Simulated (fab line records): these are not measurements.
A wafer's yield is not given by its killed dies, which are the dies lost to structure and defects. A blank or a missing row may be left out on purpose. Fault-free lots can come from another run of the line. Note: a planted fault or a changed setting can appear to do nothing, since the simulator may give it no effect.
fab line records + flow nandHarc
record
- lots=6
- wafers=18
- lastDay=33
route steps=1302 shown P_M1@311 P_M2@318 END@1302
lots that met no fault: from a run of the same line without faults
startH: start of the lot's first displayed wafer, in hours after the record's first day + waitH: time in hours since the lot's previous step + " identical to the entry in the row above + L1.1+2: several wafers, shown together as one row + - no value present, or no start provided + * or withheld: withheld + < > ~ a bound
route shown NAME@n: names a module that has steps shown in the file, with the first one's number in the route + usual: average and standard deviation across the fault-free wafers + same: alike in all rows + chamber/n: place in a boat + sites: readings site by site + _std_site: standard deviation across them + _edge_site: outer sites' mean less inner sites' + radiusMm: how far each site lies from the wafer's centre + mask NAME#n: copy n + behind: tool/chamber where the wafer was last shaped + hold: what put the lot on hold/how long, in hours/how the hold closed + device: the n, p or np transistor that did not switch + end of line: the same wafers' tests at the end of the route + a step given without rows: its recipe and nothing more + killed: dies that structure and defects cost at the first sort, which is not the same as the wafer's yield + map: shows each die of a wafer: x if killed, . if not, _ if none is there
set.NAME: the run value of the setting; set.NAME@STEP: its run value at that earlier step + model.NAME: the simulator's own value behind a step, which no gauge read
certain route steps with their lots: each step a table, each wafer a row
services: from which hour (startH, from the record's first day; less than 0 if before it) a tool's chamber was out of use, for how many hours, and why
## steps
# step NHARC_P_M1_CMP_23
# recipe
- tOverpolishS=20
- targetThkNm=157.82
# usual
- motorCurrentA=11.9/1.1
- timeToEndpointS=28.8/2.9
# same
- tOverpolishS=20
| lot.wafer | tool   | chamber | startH | waitH | motorCurrentA | timeToEndpointS |
|-----------|--------|---------|--------|-------|---------------|-----------------|
| L716.4    | cmp-02 | 1       | 183.02 | -     | 13.2          | 20.3            |
| L716.3    | "      | 2       | "      | "     | 10.9          | 29.7            |
| L716.2    | "      | 3       | "      | "     | 13.1          | 28.3            |
| L718.4    | cmp-03 | 3       | 208.11 | -     | 9.4           | 34.3            |
| L718.2    | "      | 2       | "      | "     | 12.3          | 34.1            |
| L718.5    | "      | 0       | "      | "     | 13.0          | 32.5            |
| L722.4    | cmp-04 | 3       | 245.51 | -     | 11.3          | 28.4            |
| L722.3    | "      | 0       | "      | "     | 11.5          | 28.8            |
| L722.1    | "      | 1       | "      | "     | 13.1          | 30.2            |
| L723.2    | cmp-04 | 2       | 255.86 | -     | 11.5          | 32.8            |
| L723.1    | "      | 1       | "      | "     | 12.4          | 27.6            |
| L723.6    | "      | 2       | "      | "     | 11.5          | 31.9            |
| L729.1    | cmp-02 | 0       | 313.66 | -     | 10.3          | 28.8            |
| L729.2    | "      | 2       | "      | "     | 11.8          | 32.9            |
| L729.3    | "      | 3       | "      | "     | 13.1          | 35.3            |
| L732.4    | cmp-03 | 2       | 354.11 | -     | 12.0          | 30.1            |
| L732.2    | "      | 3       | "      | "     | 9.4           | 30.1            |
| L732.6    | "      | 1       | "      | "     | 11.5          | 26.4            |
# step NHARC_P_M1_THK_MEAS_24
# recipe
- thkMeasGauge=xrf
# usual
- thkNm=158.0/1.6
| lot.wafer | tool         | chamber | startH | waitH | thkNm |
|-----------|--------------|---------|--------|-------|-------|
| L716.2    | filmMetro-02 | -       | 183.34 | -     | 159.0 |
| L716.3    | "            | -       | "      | "     | 156.0 |
| L716.4    | "            | -       | "      | "     | 157.8 |
| L718.2    | filmMetro-02 | -       | 208.42 | -     | 158.8 |
| L718.4    | "            | -       | "      | "     | 159.0 |
| L718.5    | "            | -       | "      | "     | 158.2 |
| L722.1    | filmMetro-01 | -       | 245.83 | -     | 156.2 |
| L722.3    | "            | -       | "      | "     | 159.2 |
| L722.4    | "            | -       | "      | "     | 157.1 |
| L723.1    | filmMetro-02 | -       | 256.18 | -     | 155.9 |
| L723.2    | "            | -       | "      | "     | 157.1 |
| L723.6    | "            | -       | "      | "     | 158.7 |
| L729.1    | filmMetro-02 | -       | 313.98 | -     | 160.7 |
| L729.2    | "            | -       | "      | "     | 159.8 |
| L729.3    | "            | -       | "      | "     | 157.9 |
| L732.2    | filmMetro-02 | -       | 354.37 | -     | 157.7 |
| L732.4    | "            | -       | "      | "     | 156.8 |
| L732.6    | "            | -       | "      | "     | 157.4 |
# step NHARC_P_M1_SRD_25
# step NHARC_P_M1_INSPECT_27
# usual
- rawDefectCount=287/100
| lot.wafer | tool             | chamber | startH | waitH | rawDefectCount |
|-----------|------------------|---------|--------|-------|----------------|
| L716.2    | defectInspect-02 | -       | 183.49 | 0.0   | 351            |
| L716.3    | "                | -       | "      | "     | 298            |
| L716.4    | "                | -       | "      | "     | 375            |
| L718.2    | defectInspect-02 | -       | 208.58 | 0.0   | 206            |
| L718.4    | "                | -       | "      | "     | 216            |
| L718.5    | "                | -       | "      | "     | 194            |
| L722.1    | defectInspect-01 | -       | 245.99 | 0.0   | 294            |
| L722.3    | "                | -       | "      | "     | 160            |
| L722.4    | "                | -       | "      | "     | 175            |
| L723.1    | defectInspect-02 | -       | 256.34 | 0.0   | 154            |
| L723.2    | "                | -       | "      | "     | 259            |
| L723.6    | "                | -       | "      | "     | 201            |
| L729.1    | defectInspect-01 | -       | 314.14 | 0.0   | 363            |
| L729.2    | "                | -       | "      | "     | 493            |
| L729.3    | "                | -       | "      | "     | 263            |
| L732.2    | defectInspect-01 | -       | 354.52 | 0.0   | 354            |
| L732.4    | "                | -       | "      | "     | 431            |
| L732.6    | "                | -       | "      | "     | 423            |
# step NHARC_P_M1_PRE_CLEAN_32
# recipe
- timeS=12
- tempC=370
- rfPowerW=300
- gas=NH3
# usual
- heaterPowerW=664/84
| lot.wafer | tool     | chamber | startH | waitH | heaterPowerW |
|-----------|----------|---------|--------|-------|--------------|
| L716.2    | pecvd-01 | 1       | 183.56 | 0.1   | 717          |
| L716.3    | "        | 0       | "      | "     | 767          |
| L716.4    | "        | 0       | "      | "     | 789          |
| L718.2    | pecvd-01 | 2       | 209.11 | 0.5   | 589          |
| L718.5    | "        | 1       | "      | "     | 678          |
| L718.4    | "        | 2       | "      | "     | 584          |
| L722.1    | pecvd-01 | 1       | 246.08 | 0.1   | 684          |
| L722.4    | "        | 2       | "      | "     | 683          |
| L722.3    | "        | 1       | "      | "     | 708          |
| L723.1    | pecvd-01 | 0       | 256.40 | 0.1   | 799          |
| L723.2    | "        | 1       | "      | "     | 635          |
| L723.6    | "        | 2       | "      | "     | 647          |
| L729.3    | pecvd-02 | 2       | 314.21 | 0.1   | 567          |
| L729.1    | "        | 0       | "      | "     | 674          |
| L729.2    | "        | 1       | "      | "     | 536          |
| L732.2    | pecvd-01 | 0       | 354.60 | 0.1   | 659          |
| L732.6    | "        | 0       | "      | "     | 667          |
| L732.4    | "        | 1       | "      | "     | 775          |
# step NHARC_P_M1_DEP_33
# recipe
- targetThkA=300
- tempC=370
- targetThkNm=30
- pressureTorr=3
- flowSccm=200
- rfW=450
- material=SiCN
# usual
- heaterPowerW=619/79
| lot.wafer | tool     | chamber | startH | waitH | heaterPowerW |
|-----------|----------|---------|--------|-------|--------------|
| L716.2    | pecvd-01 | 1       | 183.64 | 0.1   | 658          |
| L716.3    | "        | 0       | "      | "     | 720          |
| L716.4    | "        | 0       | "      | "     | 685          |
| L718.2    | pecvd-01 | 2       | 209.25 | 0.1   | 633          |
| L718.5    | "        | 1       | "      | "     | 666          |
| L718.4    | "        | 2       | "      | "     | 617          |
| L722.1    | pecvd-01 | 1       | 246.24 | 0.1   | 581          |
| L722.4    | "        | 2       | "      | "     | 563          |
| L722.3    | "        | 1       | "      | "     | 590          |
| L723.1    | pecvd-01 | 0       | 256.48 | 0.1   | 794          |
| L723.2    | "        | 1       | "      | "     | 643          |
| L723.6    | "        | 2       | "      | "     | 610          |
| L729.3    | pecvd-02 | 2       | 314.29 | 0.1   | 466          |
| L729.1    | "        | 0       | "      | "     | 645          |
| L729.2    | "        | 1       | "      | "     | 591          |
| L732.2    | pecvd-01 | 0       | 354.71 | 0.1   | 681          |
| L732.6    | "        | 0       | "      | "     | 690          |
| L732.4    | "        | 1       | "      | "     | 703          |
# step NHARC_P_M2_DEP_00
# recipe
- targetThkA=1825
- targetThkNm=182.5
- tempC=withheld
- pressureTorr=5
- flowSccm=200
- rfW=600
- material=SiOC
# step NHARC_P_M2_DEHYDRATE_01
# recipe
- tempC=150
- timeS=120
# step NHARC_P_M2_HMDS_02
# recipe
- timeS=30
# step NHARC_P_M2_COAT_34
# recipe
- tempC=200
- timeS=65
# step NHARC_P_M2_COAT_03
# recipe
- spinRpm=1500
- resistThkNm=90
# step NHARC_P_M2_SOFTBAKE_04
# recipe
- tempC=105
- timeS=55
# usual
- heaterPowerTotalW=188.45/0.15
| lot.wafer | tool          | chamber | startH | waitH | heaterPowerTotalW |
|-----------|---------------|---------|--------|-------|-------------------|
| L716.2    | lithoTrack-01 | 0       | 184    | -     | 188.41            |
| L716.3    | "             | 0       | "      | "     | 188.68            |
| L716.4    | "             | 0       | "      | "     | 188.38            |
| L718.2    | lithoTrack-06 | 0       | 209    | -     | 188.71            |
| L718.4    | "             | 0       | "      | "     | 188.44            |
| L718.5    | "             | 0       | "      | "     | 188.42            |
| L722.1    | lithoTrack-01 | 0       | 247    | -     | 212.57            |
| L722.3    | "             | 0       | "      | "     | 212.89            |
| L722.4    | "             | 0       | "      | "     | 212.53            |
| L723.1    | lithoTrack-01 | 0       | 257    | -     | 212.81            |
| L723.2    | "             | 0       | "      | "     | 212.44            |
| L723.6    | "             | 0       | "      | "     | 212.61            |
| L729.1    | lithoTrack-06 | 0       | 315    | -     | 188.61            |
| L729.2    | "             | 0       | "      | "     | 188.34            |
| L729.3    | "             | 0       | "      | "     | 188.44            |
| L732.2    | lithoTrack-04 | 0       | 355    | -     | 188.38            |
| L732.4    | "             | 0       | "      | "     | 188.80            |
| L732.6    | "             | 0       | "      | "     | 188.53            |
# step NHARC_P_M2_EBR_05
# step NHARC_END_SORT_01
# recipe
- tempC=25
# usual
- defectLimitedYield=90.7/2.9
- killedAtArray=58/20
- killedAtOther=1.0/1.2
- killedAtPeriphery=4.1/3
- killedDies=63/20
- killedOpen=3.2/1.7
- killedShort=2.5/1.5
# same
- grossDies=677
| lot.wafer | tool      | chamber | startH | waitH | defectLimitedYield[%] | killedAtArray | killedAtOther | killedAtPeriphery | killedDies | killedOpen | killedShort |
|-----------|-----------|---------|--------|-------|-----------------------|---------------|---------------|-------------------|------------|------------|-------------|
| L723.1    | prober-02 | 0       | 687.53 | 2.5   | 94.8                  | 27            | 1             | 7                 | 35         | 5          | 1           |
| L723.2    | prober-02 | 0       | 688.34 | 2.8   | 96.3                  | 20            | 0             | 5                 | 25         | 4          | 2           |
| L723.6    | prober-02 | 0       | 691.57 | 4.0   | 93.9                  | 25            | 3             | 13                | 41         | 2          | 4           |
| L729.1    | prober-01 | 0       | 741.65 | 2.5   | 90.3                  | 63            | 0             | 3                 | 66         | 6          | 5           |
| L729.2    | prober-01 | 0       | 742.45 | 2.8   | 90.4                  | 62            | 0             | 3                 | 65         | 1          | 2           |
| L729.3    | prober-01 | 0       | 743.24 | 3.1   | 90.8                  | 58            | 1             | 3                 | 62         | 2          | 1           |
# killed by level:class
L723.1 A_STAIRCASE:chamberFilmFlake=11 A_CHANNEL_HOLE_D1:chamberFilmFlake=7 P_GATE:chamberFilmFlake=3 P_CONTACT:geometricParticle:open=2 A_SLIT:chamberFilmFlake=2 P_M1:geometricParticle:open=1 A_DECK1_JOINT:geometricParticle:open=1 A_ONON_D2:geometricParticle:open=1
L723.2 A_STAIRCASE:chamberFilmFlake=5 A_CHANNEL_HOLE_D1:chamberFilmFlake=4 P_GATE:chamberFilmFlake=3 A_SLIT:chamberFilmFlake=3 P_CONTACT:chamberFilmFlake=2 A_CHANNEL_FILL_D1:chamberFilmFlake=2 A_ONON_D1:geometricParticle:short=1 A_CHANNEL_HOLE_D1:geometricParticle:open=1
L723.6 A_STAIRCASE:chamberFilmFlake=7 A_CHANNEL_HOLE_D1:chamberFilmFlake=6 P_GATE:chamberFilmFlake=4 P_CONTACT:chamberFilmFlake=4 P_BONDPAD:chamberFilmFlake=3 A_CHANNEL_FILL_D1:chamberFilmFlake=3 THIN_TSV:chamberFilmFlake=3 A_ZERO_WELL:chamberFilmFlake=2
L729.1 A_CHANNEL_HOLE_D1:chamberFilmFlake=26 A_CHANNEL_HOLE_D2:chamberFilmFlake=20 A_SLIT:chamberFilmFlake=4 A_ONON_D2:geometricParticle:short=3 A_CONTACT:chamberFilmFlake=3 P_CONTACT:geometricParticle:open=2 A_ONON_D1:geometricParticle:open=2 P_BONDPAD:geometricParticle:open=1
L729.2 A_CHANNEL_HOLE_D2:chamberFilmFlake=28 A_CHANNEL_HOLE_D1:chamberFilmFlake=23 A_CONTACT:chamberFilmFlake=4 A_SLIT:chamberFilmFlake=3 A_WL_FILL:geometricParticle:short=2 P_GATE:chamberFilmFlake=2 A_WL_FILL:geometricParticle:open=1 P_M1:chamberFilmFlake=1
L729.3 A_CHANNEL_HOLE_D2:chamberFilmFlake=28 A_CHANNEL_HOLE_D1:chamberFilmFlake=22 A_CONTACT:chamberFilmFlake=4 P_M0:geometricParticle:open=1 A_ONON_D1:geometricParticle:short=1 A_WL_FILL:geometricParticle:open=1 P_GATE:chamberFilmFlake=1 P_M0:chamberFilmFlake=1
## services
| tool          | chamber | startH | hours | kind      |
|---------------|---------|--------|-------|-----------|
| cmp-03        | -       | 162.00 | 4.0   | pm        |
| lithoTrack-06 | -       | 179.00 | 7.0   | pm        |
| cmp-03        | -       | 196.80 | 2.9   | repair    |
| lithoTrack-04 | -       | 203.00 | 7.0   | pm        |
| cmp-04        | -       | 209.02 | 4.0   | pm        |
| pecvd-01      | -       | 228.94 | 0.6   | repair    |
| pecvd-02      | -       | 229.34 | 13.0  | pm        |
| cmp-04        | -       | 229.64 | 0.9   | repair    |
| cmp-02        | -       | 232.51 | 4.0   | pm        |
| pecvd-01      | 0       | 232.96 | 16.8  | repair    |
| cmp-03        | -       | 260.00 | 4.0   | pm        |
| cmp-03        | -       | 267.05 | 1.5   | repair    |
| cmp-02        | -       | 268.92 | 1.8   | repair    |
| pecvd-02      | 2       | 297.89 | 1.9   | repair    |
| cmp-04        | -       | 307.02 | 4.0   | pm        |
| pecvd-01      | -       | 311.30 | 13.0  | pm        |
| pecvd-01      | 0       | 311.30 | 13.0  | ventCycle |
| pecvd-01      | 1       | 311.30 | 13.0  | ventCycle |
| pecvd-01      | 2       | 311.30 | 13.0  | ventCycle |
| pecvd-01      | 0       | 324.30 | -     | clean     |
| pecvd-01      | 1       | 324.30 | -     | clean     |
| lithoTrack-01 | -       | 330.00 | 7.0   | pm        |
| cmp-02        | -       | 330.51 | 4.0   | pm        |
| lithoTrack-06 | -       | 354.00 | 7.0   | pm        |
## key
firstSign
- step=NHARC_P_M2_SOFTBAKE_04
- reading=heaterPowerTotalW
- direction=up
- sigmas=99+
- usual=*
- struck=*
effect none on later readings
metAt NHARC_P_M2_SOFTBAKE_04
struckWafers L722.1,L722.3,L722.4,L723.1,L723.2,L723.6
onsetBetween 184 247
fault
- kind=processParameterDrift
- tool=lithoTrack-01
- chamber=-
- onsetH=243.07
- steps=NHARC_P_M2_SOFTBAKE_04
- channel=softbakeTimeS
- offset=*
- shape=step
- endH=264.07
- actsIn=*
- stated=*
